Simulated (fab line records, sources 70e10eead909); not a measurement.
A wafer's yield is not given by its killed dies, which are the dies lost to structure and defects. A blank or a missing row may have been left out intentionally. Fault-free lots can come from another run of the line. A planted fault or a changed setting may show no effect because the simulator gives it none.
Chamber matching / flow nand harc / ald hk-01 running NHARC_A_CHANNEL_FILL_D2_ALD_14: 4 sister chambers
The step deposits SiO2, target thk 2.5 nm, pulse time 10 s, ald cycles 25. 4 wafers are shown with their chamber, then 12 later ones without.

WAFERS WITH THEIR CHAMBER
wafer=L089.6; chamber=1; heater power w (W)=484
wafer=L088.1; chamber=3; heater power w (W)=456
wafer=L088.2; chamber=0; heater power w (W)=478
wafer=L088.4; chamber=2; heater power w (W)=433

WAFERS WITHOUT THEIR CHAMBER
wafer=L091.3; heater power w (W)=438
wafer=L091.4; heater power w (W)=460
wafer=L091.6; heater power w (W)=465
wafer=L090.1; heater power w (W)=432
wafer=L090.3; heater power w (W)=459
wafer=L090.5; heater power w (W)=467
wafer=L094.2; heater power w (W)=416
wafer=L094.3; heater power w (W)=441
wafer=L094.4; heater power w (W)=468
wafer=L097.2; heater power w (W)=457
wafer=L097.4; heater power w (W)=472
wafer=L097.6; heater power w (W)=447

WHICH CHAMBER EACH WENT THROUGH
wafer=L091.3; from the rows above=can't be placed: 2 or 3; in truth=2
wafer=L091.4; from the rows above=can't be placed: 3 or 0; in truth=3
wafer=L091.6; from the rows above=can't be placed: 3 or 0 or 1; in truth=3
wafer=L090.1; from the rows above=2; in truth=2
wafer=L090.3; from the rows above=can't be placed: 3 or 0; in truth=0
wafer=L090.5; from the rows above=can't be placed: 0 or 3 or 1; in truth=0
wafer=L094.2; from the rows above=2; in truth=2
wafer=L094.3; from the rows above=can't be placed: 2 or 3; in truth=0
wafer=L094.4; from the rows above=can't be placed: 0 or 3 or 1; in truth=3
wafer=L097.2; from the rows above=3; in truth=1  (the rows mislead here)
wafer=L097.4; from the rows above=can't be placed: 0 or 1 or 3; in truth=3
wafer=L097.6; from the rows above=can't be placed: 3 or 2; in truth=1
2 of 12 placed correctly. These rows do not allow placing 9 (true chamber among the candidates in 7). Number placed wrongly: 1.
How it was worked out, from the rows above alone: a wafer's distance from a chamber is the root of the sum, over the readings, of the square of ((its reading less the chamber's mean) divided by the reading's scatter). The wafer belongs to the nearest chamber; if the next one is less than 2 further off, it can't be placed. Each chamber's mean is taken over the wafers shown for it. The scatter (one wafer shown for each chamber): square how far every hidden wafer sits from the nearest shown wafer, average those squares and take the square root.
